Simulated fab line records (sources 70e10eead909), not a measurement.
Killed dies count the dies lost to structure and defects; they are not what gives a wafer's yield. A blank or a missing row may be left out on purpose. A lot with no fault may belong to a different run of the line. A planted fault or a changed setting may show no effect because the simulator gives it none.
fab line records	flow nand_harc	part 1 of 2: steps 1 to 34 of 47
record lots=5	wafers=15	last_day=24
route steps=1159 shown P_STI@91 P_GATE@110
lots that met no fault: taken from a fault-free run of the same line
start_h: start of the lot's first displayed wafer, in hours after the record's first day	wait_h: hours from the lot's prior step to this one	" the same as in the row above	L1.1+2: several wafers, shown together as one row	- no value, or no start was given	* or withheld: withheld	< > ~ a bound
route shown NAME@n: NAME is a module with steps in the file, n the number in the route of the first one	usual: mean/standard deviation taken from wafers without a fault	same: alike in all rows	chamber/n: place in a boat	sites: the reading at each site	_std_site: the standard deviation of these	_edge_site: the outer-site mean with the inner-site mean subtracted	radius_mm: for every site, how far away it sits from the centre of the wafer	mask NAME#n: copy n	behind: the most recent tool/chamber to have shaped the wafer	hold: why the lot was held/for how many hours/how that ended	device: whichever transistor did not switch (one of n, p or np)	end of line: at the end of the route, the tests of the same wafers	a step given without rows: its recipe and nothing more	killed: the dies lost at the first sort to structure and to defects; this is not the yield of the wafer	map: per-die view of a wafer (x killed, . not killed, _ where there is no die)
set.NAME: the run value of the setting; set.NAME@STEP: its run value at that earlier step	model.NAME: the simulator's own value behind a step, which no gauge read
lots at some steps of the route; a table a step, a row a wafer
services: from which hour (start_h, from the record's first day; less than 0 if before it) a tool's chamber was out of use, for how many hours, and why
## steps
# step NHARC_P_STI_CD_MEAS_16
# usual cd_nm=199.2/1.8
lot.wafer	tool	chamber	start_h	wait_h	cd_nm
L082.1	cd_sem-03	-	83.89	-	198.3
L082.5	"	-	"	"	195.1
L082.6	"	-	"	"	199.0
L086.1	cd_sem-01	-	111.41	-	199.8
L086.2	"	-	"	"	199.2
L086.4	"	-	"	"	199.3
L090.2	cd_sem-03	-	131.59	-	198.5
L090.3	"	-	"	"	199.2
L090.5	"	-	"	"	200.9
L092.2	cd_sem-01	-	143.91	-	200.7
L092.5	"	-	"	"	197.4
L092.6	"	-	"	"	199.8
L095.1	cd_sem-02	-	163.08	-	202.9
L095.3	"	-	"	"	200.0
L095.4	"	-	"	"	201.4
# step NHARC_P_STI_OCD_MEAS_17
# usual trench_depth_nm=301.4/2.9	trench_foot_cd_nm=157.2/1.8
lot.wafer	tool	chamber	start_h	wait_h	trench_depth_nm	trench_foot_cd_nm
L082.1	ocd-01	-	83.98	0.1	303.1	155.9
L082.5	"	-	"	"	305.8	152.3
L082.6	"	-	"	"	305.9	157.2
L086.1	ocd-02	-	111.49	0.1	304.9	157.5
L086.2	"	-	"	"	303.7	156.9
L086.4	"	-	"	"	306.9	158.2
L090.2	ocd-01	-	131.68	0.1	303.9	156.4
L090.3	"	-	"	"	302.1	156.5
L090.5	"	-	"	"	301.8	157.4
L092.2	ocd-02	-	144.00	0.1	302.7	157.6
L092.5	"	-	"	"	303.5	153.9
L092.6	"	-	"	"	304.9	156.5
L095.1	ocd-02	-	163.17	0.1	299.3	160.3
L095.3	"	-	"	"	301.5	158.3
L095.4	"	-	"	"	299.5	159.9
# step NHARC_P_STI_STRIP_19
# recipe time_s=900	temp_c=130	chemistry=SPM
lot.wafer	tool	chamber	start_h	wait_h
L082.6+5+1	wet_bench-07	0,4,5	84.03	0.0
L086.2+1+4	wet_bench-07	1,3,4	111.58	0.1
L090.2+3+5	wet_bench-07	6,7,2	131.74	0.1
L092.2+5+6	wet_bench-07	1,2,4	144.06	0.1
L095.3+4+1	wet_bench-07	2,4,5	163.24	0.1
# step NHARC_P_STI_PRECLEAN_32
# recipe time_s=*	temp_c=50	bath_age_min=0	chemistry=SC1
lot.wafer	tool	chamber	start_h	wait_h
L082.6+5+1	wet_bench-07	0,4,5	-	-
L086.2+1+4	wet_bench-07	1,3,4	-	-
L090.2+3+5	wet_bench-07	6,7,2	-	-
L092.2+5+6	wet_bench-07	1,2,4	-	-
L095.3+4+1	wet_bench-07	2,4,5	-	-
# step NHARC_P_STI_SRD_23
lot.wafer	tool	chamber	start_h	wait_h
L082.6+5+1	wet_bench-07	0,4,5	-	-
L086.2+1+4	wet_bench-07	1,3,4	-	-
L090.2+3+5	wet_bench-07	6,7,2	-	-
L092.2+5+6	wet_bench-07	1,2,4	-	-
L095.3+4+1	wet_bench-07	2,4,5	-	-
# step NHARC_P_STI_OCD_MEAS_43
# usual trench_depth_nm=301.4/2.9	trench_foot_cd_nm=157.2/1.7
lot.wafer	tool	chamber	start_h	wait_h	trench_depth_nm	trench_foot_cd_nm
L082.1	ocd-02	-	84.48	-	303.1	156.3
L082.5	"	-	"	"	306.4	152.0
L082.6	"	-	"	"	306.6	157.3
L086.1	ocd-02	-	112.02	-	305.1	158.4
L086.2	"	-	"	"	303.7	157.2
L086.4	"	-	"	"	307.2	157.7
L090.2	ocd-02	-	132.18	-	304.0	156.6
L090.3	"	-	"	"	302.4	156.6
L090.5	"	-	"	"	302.4	157.7
L092.2	ocd-01	-	144.51	-	303.2	158.1
L092.5	"	-	"	"	303.2	153.6
L092.6	"	-	"	"	305.1	157.2
L095.1	ocd-01	-	163.69	-	299.0	159.5
L095.3	"	-	"	"	301.1	158.1
L095.4	"	-	"	"	299.6	159.9
# step NHARC_P_STI_OXIDE_33
# recipe target_thk_a=100	temp_c=1000	ox_time_s=281	material=SiO2
# same ox_time_s=281
lot.wafer	tool	chamber	start_h	wait_h
L082.1+5+6	furnace-07	0	88.35	3.9
L086.1+2+4	furnace-01	0	117.46	5.4
L090.2+3+5	furnace-07	0	136.38	4.2
L092.2+5+6	furnace-05	0	150.57	6.1
L095.1+3+4	furnace-05	0	167.69	4.0
# step NHARC_P_STI_HDPCVD_20
# recipe target_thk_a=withheld	sigma_open_frac=withheld	material=SiO2
lot.wafer	tool	chamber	start_h	wait_h
L082.1+5+6	hdpcvd-01	0,1,0	93.11	0.5
L086.2+1+4	hdpcvd-01	1,0,1	124.50	2.8
L090.2+3+5	hdpcvd-01	0,1,0	141.12	0.5
L092.2+5+6	hdpcvd-01	0,0,1	155.30	0.4
L095.1+4+3	hdpcvd-01	1,1,0	172.36	0.4
# step NHARC_P_STI_ANNEAL_34
# recipe temp_c=1000	time_s=1800
# usual tube_center_temp_C_max=1002.6/0.42
lot.wafer	tool	chamber	start_h	wait_h	tube_center_temp_C_max
L082.1	furnace-05	0	99.78	6.6	1002.1
L082.5	"	0	"	"	1002.2
L082.6	"	0	"	"	1002.7
L086.1	furnace-05	0	128.23	3.6	1002.5
L086.2	"	0	"	"	1002.8
L086.4	"	0	"	"	1003.8
L090.2	furnace-01	0	146.76	5.6	1002.2
L090.3	"	0	"	"	1002.5
L090.5	"	0	"	"	1003.2
L092.2	furnace-01	0	161.31	5.9	1002.2
L092.5	"	0	"	"	1002.2
L092.6	"	0	"	"	1002.5
L095.1	furnace-05	0	176.56	4.1	1002.3
L095.3	"	0	"	"	1002.8
L095.4	"	0	"	"	1002.3
# step NHARC_P_STI_CMP_21
# recipe t_overpolish_s=20	target_thk_nm=380.67
# usual motor_current_A=12.3/1.2	overpolish_run_s=19.999/0.01	slurry_flow_ml_min=150.0/0.48
lot.wafer	tool	chamber	start_h	wait_h	motor_current_A	overpolish_run_s	slurry_flow_ml_min
L082.1	cmp-03	2	104.66	0.4	13.3	19.989	150.1
L082.6	"	1	"	"	13.6	19.994	150.1
L082.5	"	2	"	"	12.7	19.996	149.4
L086.2	cmp-04	3	133.22	0.4	13.9	19.980	150.1
L086.1	"	0	"	"	11.5	19.986	150.1
L086.4	"	1	"	"	11.9	20.009	149.8
L090.2	cmp-03	1	151.63	0.4	14.4	19.990	150.4
L090.3	"	2	"	"	12.7	20.009	149.6
L090.5	"	2	"	"	12.7	19.991	149.6
L092.2	cmp-01	0	166.21	0.4	13.6	19.996	150.4
L092.5	"	2	"	"	12.1	19.987	149.8
L092.6	"	3	"	"	11.6	20.012	149.7
L095.4	cmp-04	3	181.44	0.4	14.4	20.013	150.0
L095.3	"	0	"	"	11.1	19.998	150.3
L095.1	"	2	"	"	11.9	19.989	149.4
# step NHARC_P_STI_SRD_35
lot.wafer	tool	chamber	start_h	wait_h
L082.6+1+5	wet_bench-05	4,5,0	104.94	0.0
L086.2+4+1	wet_bench-05	3,5,6	133.50	0.0
L090.3+2+5	wet_bench-01	0,1,2	151.94	0.0
L092.2+5+6	wet_bench-07	5,6,7	166.46	0.0
L095.4+1+3	wet_bench-05	4,5,7	181.75	0.0
# step NHARC_P_STI_ETCH_36
# recipe target_depth_a=388	chemistry=dHF	material=SiO2
lot.wafer	tool	chamber	start_h	wait_h
L082.6+1+5	wet_bench-05	4,5,0	104.96	0.0
L086.2+4+1	wet_bench-05	3,5,6	133.53	0.0
L090.3+2+5	wet_bench-01	0,1,2	151.96	0.0
L092.2+5+6	wet_bench-07	5,6,7	166.48	0.0
L095.4+1+3	wet_bench-05	4,5,7	181.77	0.0
# step NHARC_P_STI_STRIP_24
# recipe temp_c=160	chemistry=H3PO4	material=Si3N4
lot.wafer	tool	chamber	start_h	wait_h
L082.6+1+5	wet_bench-05	4,5,0	104.97	0.0
L086.2+4+1	wet_bench-05	3,5,6	133.54	0.0
L090.3+2+5	wet_bench-01	0,1,2	151.98	0.0
L092.2+5+6	wet_bench-07	5,6,7	166.49	0.0
L095.4+1+3	wet_bench-05	4,5,7	181.79	0.0
# step NHARC_P_STI_ETCH_37
# recipe target_depth_a=110	chemistry=dHF	material=SiO2
lot.wafer	tool	chamber	start_h	wait_h
L082.6+1+5	wet_bench-05	4,5,0	-	-
L086.2+4+1	wet_bench-05	3,5,6	-	-
L090.3+2+5	wet_bench-01	0,1,2	-	-
L092.2+5+6	wet_bench-07	5,6,7	-	-
L095.4+1+3	wet_bench-05	4,5,7	-	-
# step NHARC_P_STI_PRECLEAN_38
# recipe time_s=*	temp_c=50	bath_age_min=0	chemistry=SC1
lot.wafer	tool	chamber	start_h	wait_h
L082.6+1+5	wet_bench-05	4,5,0	-	-
L086.2+4+1	wet_bench-05	3,5,6	-	-
L090.3+2+5	wet_bench-01	0,1,2	-	-
L092.2+5+6	wet_bench-07	5,6,7	-	-
L095.4+1+3	wet_bench-05	4,5,7	-	-
# step NHARC_P_STI_SRD_39
lot.wafer	tool	chamber	start_h	wait_h
L082.6+1+5	wet_bench-05	4,5,0	-	-
L086.2+4+1	wet_bench-05	3,5,6	-	-
L090.3+2+5	wet_bench-01	0,1,2	-	-
L092.2+5+6	wet_bench-07	5,6,7	-	-
L095.4+1+3	wet_bench-05	4,5,7	-	-
# step NHARC_P_STI_OXIDE_40
# recipe target_thk_a=100	temp_c=900	ox_time_s=1362	material=SiO2
# same ox_time_s=1362
lot.wafer	tool	chamber	start_h	wait_h
L082.1+5+6	furnace-01	0	110.50	-
L086.1+2+4	furnace-07	0	140.66	-
L090.2+3+5	furnace-01	0	154.69	-
L092.2+5+6	furnace-01	0	171.05	-
L095.1+3+4	furnace-07	0	185.88	-
# step NHARC_P_STI_INSPECT_25
# usual raw_defect_count=190/86
lot.wafer	tool	chamber	start_h	wait_h	raw_defect_count
L082.1	defect_inspect-02	-	114.52	0.4	258
L082.5	"	-	"	"	330
L082.6	"	-	"	"	465
L086.1	defect_inspect-02	-	144.70	0.4	115
L086.2	"	-	"	"	214
L086.4	"	-	"	"	191
L090.2	defect_inspect-01	-	158.75	0.4	91
L090.3	"	-	"	"	82
L090.5	"	-	"	"	85
L092.2	defect_inspect-01	-	175.07	0.4	195
L092.5	"	-	"	"	160
L092.6	"	-	"	"	162
L095.1	defect_inspect-01	-	189.90	0.4	230
L095.3	"	-	"	"	146
L095.4	"	-	"	"	155
# step NHARC_P_GATE_ETCH_69
# recipe target_depth_a=140	chemistry=dHF	material=SiO2
lot.wafer	tool	chamber	start_h	wait_h
L082.6+5+1	wet_bench-04	3,7,0	114.57	0.0
L086.2+1+4	wet_bench-04	4,6,7	144.76	0.1
L090.2+3+5	wet_bench-06	7,1,2	158.80	0.0
L092.5+2+6	wet_bench-06	4,5,6	175.14	0.1
L095.1+4+3	wet_bench-03	4,6,0	189.95	0.1
# step NHARC_P_GATE_PRECLEAN_70
# recipe time_s=*	temp_c=50	bath_age_min=0	chemistry=SC1
lot.wafer	tool	chamber	start_h	wait_h
L082.6+5+1	wet_bench-04	3,7,0	114.67	0.1
L086.2+1+4	wet_bench-04	4,6,7	144.85	0.1
L090.2+3+5	wet_bench-06	7,1,2	158.90	0.1
L092.5+2+6	wet_bench-06	4,5,6	175.22	0.1
L095.1+4+3	wet_bench-03	4,6,0	190.05	0.1
# step NHARC_P_GATE_SRD_01
lot.wafer	tool	chamber	start_h	wait_h
L082.6+5+1	wet_bench-04	3,7,0	-	-
L086.2+1+4	wet_bench-04	4,6,7	-	-
L090.2+3+5	wet_bench-06	7,1,2	-	-
L092.5+2+6	wet_bench-06	4,5,6	-	-
L095.1+4+3	wet_bench-03	4,6,0	-	-
# step NHARC_P_GATE_OXIDE_02
# recipe target_thk_a=375	temp_c=950	p_h2o_torr=720	ox_time_s=365	material=SiO2
# same ox_time_s=365
lot.wafer	tool	chamber	start_h	wait_h
L082.1+5+6	furnace-04	0	120.11	-
L086.1+2+4	furnace-04	0	147.75	-
L090.2+3+5	furnace-04	0	161.80	-
L092.2+5+6	furnace-04	0	178.12	-
L095.1+3+4	furnace-02	0	193.18	-
# step NHARC_P_GATE_DEHYDRATE_03
# recipe temp_c=150	time_s=120
# usual chill_plate_temp_C=23.00/0.083
lot.wafer	tool	chamber	start_h	wait_h	chill_plate_temp_C
L082.1	litho_track-05	0	124.62	0.4	22.89
L082.5	"	0	"	"	23.06
L082.6	"	0	"	"	22.86
L086.1	litho_track-03	0	152.31	0.4	22.94
L086.2	"	0	"	"	23.14
L086.4	"	0	"	"	23.07
L090.2	litho_track-05	0	166.37	0.4	23.06
L090.3	"	0	"	"	23.04
L090.5	"	0	"	"	23.00
L092.2	litho_track-05	0	182.67	0.4	22.99
L092.5	"	0	"	"	22.89
L092.6	"	0	"	"	23.03
L095.1	litho_track-05	0	197.78	0.4	23.10
L095.3	"	0	"	"	23.02
L095.4	"	0	"	"	23.11
# step NHARC_P_GATE_HMDS_04
# recipe time_s=30
# usual chill_plate_temp_C=23.00/0.11
lot.wafer	tool	chamber	start_h	wait_h	chill_plate_temp_C
L082.1	litho_track-05	0	-	-	22.97
L082.5	"	0	"	"	23.14
L082.6	"	0	"	"	23.08
L086.1	litho_track-03	0	-	-	23.02
L086.2	"	0	"	"	23.00
L086.4	"	0	"	"	23.04
L090.2	litho_track-05	0	-	-	23.13
L090.3	"	0	"	"	23.04
L090.5	"	0	"	"	23.03
L092.2	litho_track-05	0	-	-	23.22
L092.5	"	0	"	"	23.02
L092.6	"	0	"	"	23.05
L095.1	litho_track-05	0	-	-	22.77
L095.3	"	0	"	"	22.85
L095.4	"	0	"	"	22.76
# step NHARC_P_GATE_COAT_05
# recipe spin_rpm=4690
# usual chill_plate_temp_C=23.03/0.1
lot.wafer	tool	chamber	start_h	wait_h	chill_plate_temp_C
L082.1	litho_track-05	0	-	-	22.98
L082.5	"	0	"	"	22.85
L082.6	"	0	"	"	22.82
L086.1	litho_track-03	0	-	-	23.10
L086.2	"	0	"	"	22.97
L086.4	"	0	"	"	23.04
L090.2	litho_track-05	0	-	-	22.96
L090.3	"	0	"	"	23.15
L090.5	"	0	"	"	23.01
L092.2	litho_track-05	0	-	-	23.19
L092.5	"	0	"	"	23.07
L092.6	"	0	"	"	23.21
L095.1	litho_track-05	0	-	-	23.14
L095.3	"	0	"	"	23.18
L095.4	"	0	"	"	23.07
# step NHARC_P_GATE_SOFTBAKE_06
# recipe temp_c=122	time_s=95
# usual chill_plate_temp_C=23.01/0.091
lot.wafer	tool	chamber	start_h	wait_h	chill_plate_temp_C
L082.1	litho_track-05	0	-	-	23.04
L082.5	"	0	"	"	22.89
L082.6	"	0	"	"	23.02
L086.1	litho_track-03	0	-	-	22.99
L086.2	"	0	"	"	23.02
L086.4	"	0	"	"	22.96
L090.2	litho_track-05	0	-	-	22.98
L090.3	"	0	"	"	22.93
L090.5	"	0	"	"	23.19
L092.2	litho_track-05	0	-	-	22.88
L092.5	"	0	"	"	23.01
L092.6	"	0	"	"	22.97
L095.1	litho_track-05	0	-	-	22.96
L095.3	"	0	"	"	23.11
L095.4	"	0	"	"	22.97
# step NHARC_P_GATE_EBR_07
# usual chill_plate_temp_C=22.99/0.099
lot.wafer	tool	chamber	start_h	wait_h	chill_plate_temp_C
L082.1	litho_track-05	0	-	-	22.83
L082.5	"	0	"	"	22.99
L082.6	"	0	"	"	22.82
L086.1	litho_track-03	0	-	-	23.23
L086.2	"	0	"	"	22.99
L086.4	"	0	"	"	22.97
L090.2	litho_track-05	0	-	-	22.86
L090.3	"	0	"	"	22.86
L090.5	"	0	"	"	23.03
L092.2	litho_track-05	0	-	-	22.86
L092.5	"	0	"	"	22.83
L092.6	"	0	"	"	22.99
L095.1	litho_track-05	0	-	-	22.98
L095.3	"	0	"	"	22.89
L095.4	"	0	"	"	22.85
# step NHARC_P_GATE_EXPOSE_08
# recipe na=0.6	dose_mj=16.75	mask_id=P_HV
lot.wafer	tool	chamber	start_h	wait_h	mask
L082.1+5+6	krf_scanner-01	0	124.89	-	P_HV#0
L086.1+2+4	krf_scanner-04	0	152.58	-	P_HV#0
L090.2+3+5	krf_scanner-01	0	166.65	-	P_HV#0
L092.2+5+6	krf_scanner-04	0	182.82	-	P_HV#0
L095.1+3+4	krf_scanner-02	0	198.05	-	P_HV#0
# step NHARC_P_GATE_PEB_09
# recipe peb_temp_c=118	peb_time_s=85
# usual chill_plate_temp_C=22.98/0.11
lot.wafer	tool	chamber	start_h	wait_h	chill_plate_temp_C
L082.1	litho_track-02	0	124.96	0.1	22.93
L082.5	"	0	"	"	22.81
L082.6	"	0	"	"	22.90
L086.1	litho_track-02	0	152.64	0.1	22.96
L086.2	"	0	"	"	22.86
L086.4	"	0	"	"	22.91
L090.2	litho_track-05	0	166.71	0.1	23.13
L090.3	"	0	"	"	22.88
L090.5	"	0	"	"	23.03
L092.2	litho_track-05	0	182.88	0.1	22.96
L092.5	"	0	"	"	23.14
L092.6	"	0	"	"	22.97
L095.1	litho_track-02	0	198.13	0.1	22.88
L095.3	"	0	"	"	23.05
L095.4	"	0	"	"	23.13
# step NHARC_P_GATE_DEVELOP_10
# recipe time_s=70
# usual chill_plate_temp_C=22.99/0.099
lot.wafer	tool	chamber	start_h	wait_h	chill_plate_temp_C
L082.1	litho_track-02	0	-	-	22.79
L082.5	"	0	"	"	22.81
L082.6	"	0	"	"	22.98
L086.1	litho_track-02	0	-	-	23.03
L086.2	"	0	"	"	22.95
L086.4	"	0	"	"	22.98
L090.2	litho_track-05	0	-	-	22.98
L090.3	"	0	"	"	22.99
L090.5	"	0	"	"	23.00
L092.2	litho_track-05	0	-	-	22.78
L092.5	"	0	"	"	22.96
L092.6	"	0	"	"	22.97
L095.1	litho_track-02	0	-	-	23.14
L095.3	"	0	"	"	23.06
L095.4	"	0	"	"	23.18
# step NHARC_P_GATE_CD_MEAS_11
# recipe target_cd_nm=1640	landing_energy_ev=500
# usual cd_nm=1640.1/1.3
lot.wafer	tool	chamber	start_h	wait_h	cd_nm
L082.1	cd_sem-01	0	125.05	-	1639.7
L082.5	"	0	"	"	1638.4
L082.6	"	0	"	"	1639.3
L086.1	cd_sem-02	0	152.73	-	1641.0
L086.2	"	0	"	"	1640.2
L086.4	"	0	"	"	1639.4
L090.2	cd_sem-01	0	166.80	-	1641.7
L090.3	"	0	"	"	1641.0
L090.5	"	0	"	"	1641.6
L092.2	cd_sem-01	0	182.97	-	1639.4
L092.5	"	0	"	"	1639.5
L092.6	"	0	"	"	1640.3
L095.1	cd_sem-02	0	198.22	-	1640.8
L095.3	"	0	"	"	1638.6
L095.4	"	0	"	"	1641.5
# step NHARC_P_GATE_HARDBAKE_12
# recipe temp_c=125	time_s=80
# usual chill_plate_temp_C=23.00/0.12
lot.wafer	tool	chamber	start_h	wait_h	chill_plate_temp_C
L082.1	litho_track-02	0	125.13	-	23.00
L082.5	"	0	"	"	22.93
L082.6	"	0	"	"	22.96
L086.1	litho_track-05	0	152.81	-	23.08
L086.2	"	0	"	"	23.09
L086.4	"	0	"	"	23.06
L090.2	litho_track-03	0	166.88	-	22.91
L090.3	"	0	"	"	22.93
L090.5	"	0	"	"	23.00
L092.2	litho_track-03	0	183.05	-	22.91
L092.5	"	0	"	"	22.80
L092.6	"	0	"	"	22.90
L095.1	litho_track-03	0	198.29	-	23.01
L095.3	"	0	"	"	23.08
L095.4	"	0	"	"	22.95
# step NHARC_P_GATE_DESCUM_13
# recipe time_s=3	o2_flow_sccm=200	ar_flow_sccm=0	bias_power_w=0	chemistry=O2
# usual drypump_motor_current_A=5.7/0.44	oes_product_au=0.998/0.0067	rf_vpp_V=57.8/0.88	showerhead_plenum_p_Torr=1.92/0.098	throttle_valve_pct=11.312/0.0092
lot.wafer	tool	chamber	start_h	wait_h	drypump_motor_current_A	oes_product_au	rf_hours_counter_h	rf_vpp_V	showerhead_plenum_p_Torr	throttle_valve_pct
L082.1	rie_diel-04	0	125.22	-	5.7	0.997	0	58.1	2.01	11.300
L082.5	"	3	"	"	5.3	0.989	-	57.3	2.03	11.308
L082.6	"	0	"	"	5.7	1.005	-	57.5	2.01	11.326
L086.1	rie_diel-04	0	152.89	-	5.7	1.014	5	57.5	2.00	11.312
L086.4	"	1	"	"	5.7	0.998	5	59.1	1.93	11.330
L086.2	"	3	"	"	5.3	1.003	5	57.7	2.02	11.310
L090.2	rie_diel-10	2	167.00	-	6.1	0.996	60	58.1	2.03	11.314
L090.3	"	3	"	"	5.3	0.986	57	59.3	2.00	11.311
L090.5	"	2	"	"	6.1	0.999	-	58.3	2.03	11.314
L092.2	rie_diel-04	1	183.16	-	5.6	1.000	9	56.4	1.92	11.312
L092.5	"	2	"	"	6.6	1.002	-	57.9	1.83	11.320
L092.6	"	3	"	"	5.3	1.007	-	58.0	2.02	11.296
L095.1	rie_diel-10	1	198.38	-	5.4	0.995	5	58.8	2.08	11.310
L095.4	"	2	"	"	6.1	1.010	5	57.2	2.03	11.306
L095.3	"	0	"	"	5.2	1.001	5	56.7	1.82	11.298
# step NHARC_P_GATE_ETCH_14
# recipe target_depth_a=488	chemistry=dHF	material=SiO2
lot.wafer	tool	chamber	start_h	wait_h
L082.1+5+6	wet_bench-03	3,4,7	125.36	0.1
L086.4+2+1	wet_bench-06	6,2,3	153.03	0.1
L090.3+2+5	wet_bench-03	3,4,0	167.14	0.1
L092.2+5+6	wet_bench-04	7,0,2	183.28	0.1
L095.3+1+4	wet_bench-03	7,3,4	198.52	0.1
